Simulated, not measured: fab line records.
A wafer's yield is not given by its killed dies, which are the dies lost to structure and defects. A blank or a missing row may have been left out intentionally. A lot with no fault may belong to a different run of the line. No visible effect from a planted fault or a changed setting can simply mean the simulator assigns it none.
Problem report in the 8D (eight disciplines) form, filled by code || flow n5_finfet || the parts of the form that need people (team, actions taken, sign-off) are left out

== 1. WHAT WENT WRONG ==
spin_speed_rpm at N5_BEOL_M12_COAT_65 reads a mean of 1456.0 rpm on 5 wafers of 2 lots; wafers without a fault read 1500.1 rpm with a standard deviation of 0.96. Relative to the usual mean, that is a shift of -46 standard deviations.
The step: time 60 s, resist thk 300 nm.
The first sign was on wafer L752.3 at day 12 23:22, on litho_track-05. The record holds 32 wafers of 11 lots with a number at this step. Rule for "out" (also "out of limits"): further than 4 standard deviations from the usual mean. The other wafers with a number count as sound.

== 2. WHAT IT IS AND WHAT IT IS NOT ==
{"question": "which readings at this step", "is": "spin_speed_rpm", "is not": "-"}
{"question": "which lots", "is": "L752, L754", "is not": "L743, L744, L745, L757, L760, L761, L764, L765, L766"}
{"question": "which wafers of those lots", "is": "all that have a number", "is not": "-"}
{"question": "read on which tools", "is": "litho_track-05", "is not": "litho_track-01, litho_track-02"}
{"question": "when", "is": "from day 12 23:22", "is not": "up to then (9 sound wafers); but 18 sound wafers of L757, L760, L761, L764, L765, L766 came after"}

== 3. WHAT RULES OUT EACH SUSPECT ==
Counting: a tool stays on the suspect list if, at a process step up to the reading, it processed all lots that are out and no sound lot following the first of them.
- pvd_sputter-01 at N5_BEOL_M11_SPUTTER_48 (material Cu, target thk 12 nm, time 2 s): ruled out as a lasting fault. The sound lots L757, L765, L766 went through it after L752, its earliest lot that is out (day 12 21:06).
- litho_track-05 at N5_BEOL_M12_COAT_65 (time 60 s, resist thk 300 nm): kept. It ran every lot that is out, first L752 (day 12 23:22), and no sound lot after that; its last sound lot up to then is L744 (day 10 23:38). Its own readings are out on those wafers: spin_speed_rpm.
The count leaves litho_track-05 at N5_BEOL_M12_COAT_65.

== 4. THE CAUSE (what the simulator had put in) ==
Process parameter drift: litho_track-05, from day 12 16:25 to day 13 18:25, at N5_BEOL_M12_COAT_65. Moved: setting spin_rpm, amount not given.
This tool alone remained once counting was done.

== 5. THE CHAIN OF EFFECTS, in route order ==
Each row: a reading where the mean over the struck wafers with a number is more than 3 standard deviations away from the usual. Only readings for which the record gives a usual standard deviation are gone through. hours: the time from each lot's start at the first step in this table that gives one to its start at this step, as a median over the lots. sigmas: the change in usual standard deviations.
{"hours": 0, "step": "N5_BEOL_M12_COAT_65", "reading": "spin_speed_rpm", "usual": "1500.1 rpm", "on struck wafers": 1456.0, "change": -44.1, "sigmas": -46}
Process steps it contains:
- N5_BEOL_M12_COAT_65: time 60 s, resist thk 300 nm.

== 6. WHAT WOULD HAVE CAUGHT IT SOONER ==
7 hours passed between the start of the fault at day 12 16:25 and the first reading out of limits in this record, taken at day 12 23:22.
